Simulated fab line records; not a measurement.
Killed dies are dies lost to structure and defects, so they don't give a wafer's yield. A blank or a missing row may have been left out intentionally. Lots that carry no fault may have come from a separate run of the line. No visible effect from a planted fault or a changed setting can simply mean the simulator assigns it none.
Which tool was responsible?	flow nand_harc	route of 1302 steps, sampled at 1 step: 12 lots, 36 wafers

## WHAT EACH GAUGE READ, for each wafer
NHARC_P_M0_THK_MEAS_24: measures by xrf.
lot	measured	on	thk_nm (nm)
L075	day 6 12:56	film_metro-01	116.7 115.8 117.0
L077	day 7 16:27	film_metro-01	116.0 116.3 116.5
L079	day 8 14:49	film_metro-02	116.3 118.2 116.5
L081	day 9 08:41	film_metro-01	117.7 119.0 119.4
L083	day 10 05:04	film_metro-02	119.9 119.6 119.1
L085	day 11 02:51	film_metro-02	118.5 116.5 118.9
L087	day 12 01:46	film_metro-02	119.1 118.6 119.5
L089	day 12 16:22	film_metro-02	113.8 120.0 116.9
L091	day 13 08:56	film_metro-02	116.9 115.9 116.3
L093	day 13 21:02	film_metro-01	117.0 115.3 114.6
L095	day 14 15:50	film_metro-02	118.0 115.2 117.3
L097	day 15 16:54	film_metro-02	118.9 119.6 117.3

## WHAT TOOL EACH LOT RAN ON (gives the tool, then ch and the chambers of the sampled wafers, and finally the start)
There is no process step in the record ahead of these readings.

## THE ANSWER, worked out from the rows above alone
Rule: usual is defined by the lots themselves. Put in order of their means at a reading, lots are off if they are a third of the lots or fewer, leave a main group of 4 or more, and stand apart from it by a gap of 3 or more times the standard deviation of the main group's means; of several such gaps the widest counts. A main group whose means are all the same, to the digits that the tables above print for the reading, isn't used. Also off: a lot with no number at a reading for which 4 or more lots have one. All remaining lots with rows at the step are treated as sound.
No lot is off on any of the readings shown, so nothing can be concluded from this.

## WHAT THE SIMULATOR HAD INSERTED
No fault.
